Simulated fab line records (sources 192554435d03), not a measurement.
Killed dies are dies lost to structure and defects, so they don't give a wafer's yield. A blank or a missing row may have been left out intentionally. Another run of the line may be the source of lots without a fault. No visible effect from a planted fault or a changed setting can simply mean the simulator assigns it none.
Which tool did it?	flow n5-finfet	10 lots, 30 wafers sampled, at 5 steps of a route of 1938

WHAT THE GAUGES SHOWED, per wafer
N5_HKMG_FIN_CD_MEAS_12: the cd target is 92.8 nm.
lot	measured	on	cd-nm (nm)
L076	day 4 19:56	cd-sem-02	92.8 92.5 93.3
L079	day 5 10:32	cd-sem-02	92.5 91.4 92.0
L082	day 6 06:22	cd-sem-03	91.7 91.8 92.5
L084	day 6 15:56	cd-sem-02	92.5 93.9 92.7
L086	day 7 09:58	cd-sem-01	93.0 93.9 92.8
L088	day 7 17:20	cd-sem-01	92.3 92.6 92.5
L090	day 8 02:14	cd-sem-02	92.7 93.0 92.5
L092	day 8 20:39	cd-sem-03	91.6 90.9 91.7
L094	day 9 04:53	cd-sem-02	92.1 91.9 92.4
L096	day 9 20:55	cd-sem-02	91.3 92.7 94.0

TOOL THAT RAN EACH LOT (tool first, then ch and the chambers of the sampled wafers, then the start)
lot	N5_SDB_ETCH_25	N5_HKMG_FIN_ETCH_54	N5_HKMG_FIN_ETCH_55	N5_HKMG_FIN_PWFM_ALD_03
L076	rie-diel-05 ch 0,1,3, day 4 11:32	rie-diel-04 ch 0,3, day 4 16:35	rie-diel-04 ch 0,3, day 4 16:39	ald-metal-01 ch 1,2, day 4 19:06
L079	rie-diel-05 ch 0,1,2, day 5 01:47	rie-diel-02 ch 0,2,3, day 5 07:24	rie-diel-02 ch 0,2,3, day 5 07:28	ald-metal-01 ch 0,1,3, day 5 09:49
L082	rie-diel-02 ch 0,1,3, day 5 21:59	rie-diel-02 ch 1,2,3, day 6 03:14	rie-diel-02 ch 1,2,3, day 6 03:17	ald-metal-04 ch 1,2,3, day 6 05:39
L084	rie-diel-02 ch 0,2, day 6 07:36	rie-diel-04 ch 1,2, day 6 12:41	rie-diel-04 ch 1,2, day 6 12:44	ald-metal-02 ch 1,3, day 6 15:06
L086	rie-diel-02 ch 0,3, day 7 00:49	rie-diel-04 ch 0,2, day 7 06:41	rie-diel-04 ch 0,2, day 7 06:45	ald-metal-02 ch 1,3, day 7 09:07
L088	rie-diel-04 ch 0,1,2, day 7 08:49	rie-diel-02 ch 1,2,3, day 7 13:48	rie-diel-02 ch 1,2,3, day 7 13:52	ald-metal-04 ch 1,2,3, day 7 16:30
L090	rie-diel-02 ch 0,2,3, day 7 17:37	rie-diel-05 ch 1,2,3, day 7 22:59	rie-diel-05 ch 1,2,3, day 7 23:02	ald-metal-02 ch 0,1,3, day 8 01:25
L092	rie-diel-02 ch 1,2, day 8 11:49	rie-diel-05 ch 0,1,2, day 8 17:23	rie-diel-05 ch 0,1,2, day 8 17:27	ald-metal-04 ch 0,2, day 8 19:49
L094	rie-diel-04 ch 0,2,3, day 8 20:00	rie-diel-05 ch 0,1,3, day 9 01:25	rie-diel-05 ch 0,1,3, day 9 01:29	ald-metal-01 ch 0,1,2, day 9 04:03
L096	rie-diel-05 ch 0,2, day 9 12:08	rie-diel-02 ch 0,1, day 9 17:40	rie-diel-02 ch 0,1, day 9 17:43	ald-metal-04 ch 1,2, day 9 20:04
- N5_SDB_ETCH_25: etches SiO2 in C4F6/O2, target depth 10 nm, time 3.3 s.
- N5_HKMG_FIN_ETCH_54: etches SiARC in CF4, target depth 45.5 nm, time 75.8 s.
- N5_HKMG_FIN_ETCH_55: etches SOC in N2/H2, target depth 240 nm, time 300 s.
- N5_HKMG_FIN_PWFM_ALD_03: deposits TiN, target thk 2 nm, pulse time 1 s, purge time 3 s.

THE ANSWER, worked out from the rows above alone
Rule: what is usual is taken from the lots themselves. Put in order of their means at a reading, lots are off if they are a third of the lots or fewer, leave a main group of 4 or more, and stand apart from it by a gap of 3 or more times the standard deviation of the main group's means; of several such gaps the widest counts. The tables above print the reading to a certain number of digits; a main group whose means all agree to those digits is not used. Also off: a lot with no number at a reading for which 4 or more lots have one. Any other lot the step has rows for is counted as sound.
Across all readings shown, no lot is off: no conclusion can be drawn from this.

WHAT HAD BEEN PUT IN BY THE SIMULATOR
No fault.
